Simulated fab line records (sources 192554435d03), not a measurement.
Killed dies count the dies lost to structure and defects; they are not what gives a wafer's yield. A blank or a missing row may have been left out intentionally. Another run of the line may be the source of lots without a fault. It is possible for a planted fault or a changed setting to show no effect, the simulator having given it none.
A struck lot beside a sound one ; flow n5 finfet ; 15 out of 1938 route steps
Sound: these wafers, L583.1, L583.4, L583.5. Wafers struck: L595.2, L595.3. The cause is given at the end.
For every step that has rows: the tool of each side, followed by ch and its chambers, followed by its first start. Under that, the readings that differ: sound wafers ; struck wafers ; difference of the means ; sigmas: that difference in standard deviations of wafers without a fault.
alike: same words and numbers on both sides, and readings whose means sit less than 2 such deviations apart. not compared: any withheld reading, any reading some wafer has no value for, any bound like >300 that may hide the same value, and any number with overlapping values for which the record gives no deviation.
The two part at a step that has a row with sigmas, a row that says differs or no value, or rows on one side only. When numbers do not overlap yet have no deviation, they are printed without sigmas and do not part them. Lack of a reading on every wafer of one side parts them only where that side has two or more wafers.

first, 1 step without rows for these wafers: N5_BEOL_M1_DEVELOP_27 (develop time 30 s).
N5_BEOL_M1_CD_MEAS_28: target cd y 23.3 nm.
  sound on cd sem-03 ch 0, day 6 06:32; struck on cd sem-03 ch 0, day 9 11:03
  alike: cd nm
N5_BEOL_M1_OVL_MEAS_29:
  sound on overlay-02 ch 0, day 6 06:34; struck on overlay-02 ch 0, day 9 11:05
  alike: V0_OVL
N5_BEOL_M1_INSPECT_30: inspects for defects (brightfield).
  sound: defect inspect-02 at day 6 06:38; struck: defect inspect-02 at day 9 11:09
  alike: raw defect count
N5_BEOL_M1_DESCUM_33: chemistry O2, time 7 s.
  sound on rie diel-06 ch 0,2,3, day 6 06:40; struck on rie diel-06 ch 1,3, day 9 11:11
  alike: drypump motor current A, oes product au, rf vpp V, showerhead plenum p Torr, temp c, throttle valve pct
  not compared: rf hours counter h
N5_BEOL_M1_ETCH_77: etches underlayer in N2/H2, target depth 6.5 nm, time 5.2 s.
  sound on rie diel-06 ch 0,2,3, day 6 06:42; struck on rie diel-06 ch 1,3, day 9 11:13
  alike: drypump motor current A, etch rf on time s, oes product au, rf vpp V, showerhead plenum p Torr, throttle valve pct
  not compared: rf hours counter h
N5_BEOL_M1_ETCH_69: etches SiARC in CF4, target depth 15.6 nm, time 26 s.
  sound on rie diel-06 ch 0,2,3, day 6 06:43; struck on rie diel-06 ch 1,3, day 9 11:14
  alike: drypump motor current A, etch rf on time s, oes product au, rf vpp V, showerhead plenum p Torr, throttle valve pct
  not compared: rf hours counter h
then, 1 step without rows for these wafers: N5_BEOL_M1_ALD_98 (deposits SiO2, target thk 2.5 nm, pulse time 1 s, co reactant pulse time 1 s).
N5_BEOL_M1_ETCHBACK_99: etches SiO2 in CHF3, target depth 5 nm, time 10.4 s.
  sound on rie diel-04 ch 0,1,3, day 6 11:07; struck on rie diel-04 ch 0,1, day 9 11:52
  alike: drypump motor current A, oes_ar_750_au, oes product au, rf vpp V, showerhead plenum p Torr, throttle valve pct
  not compared: rf hours counter h
N5_BEOL_M1_ETCH_70: etches SOC in N2/H2, target depth 80 nm, overetch 16 nm, time 120 s.
  sound on rie diel-04 ch 0,1,3, day 6 11:08; struck on rie diel-04 ch 0,1, day 9 11:53
  alike: drypump motor current A, oes product au, rf vpp V, showerhead plenum p Torr, temp c, throttle valve pct
  not compared: rf hours counter h
then, 2 steps without rows for these wafers: N5_BEOL_M1_STRIP_71 (strips in N2/H2); N5_BEOL_M1_STRIP_78 (strips in N2/H2).
N5_BEOL_M1_VIA_ETCH_34: etches the open film in C4F6/O2, target depth 67.8 nm, time 64.4 s.
  sound on rie diel-04 ch 0,1,3, day 6 11:15; struck on rie diel-04 ch 0,1, day 9 11:59
reading;sound;struck;difference;sigmas
model.etch.depth nm (nm);67.65 67.67 67.45;54.15 53.81;-13.61;
model.SOC_of_BEOL_M1_COAT_67.thk nm (nm);52.2 52.2 52.2;53.6 53.8;+1.5;
  alike: drypump motor current A, oes_ar_750_au, oes product au, rf vpp V, showerhead plenum p Torr, throttle valve pct
  not compared: rf hours counter h
then, 1 step without rows for these wafers: N5_BEOL_M1_STRIP_83 (strips in C4F6/O2).
N5_BEOL_M4_RC_MEAS_101:
  sound on prober-01 ch 0, day 8 04:13; struck on prober-02 ch 0, day 11 03:58
  alike: DIBL_N, DIBL_P, IOFF_N, IOFF_P, ION_N, ION_P, SS_N, SS_P, VT_N, VT_P

WHERE THEY PART
Nowhere in this record.

WHY: what the simulator had put in
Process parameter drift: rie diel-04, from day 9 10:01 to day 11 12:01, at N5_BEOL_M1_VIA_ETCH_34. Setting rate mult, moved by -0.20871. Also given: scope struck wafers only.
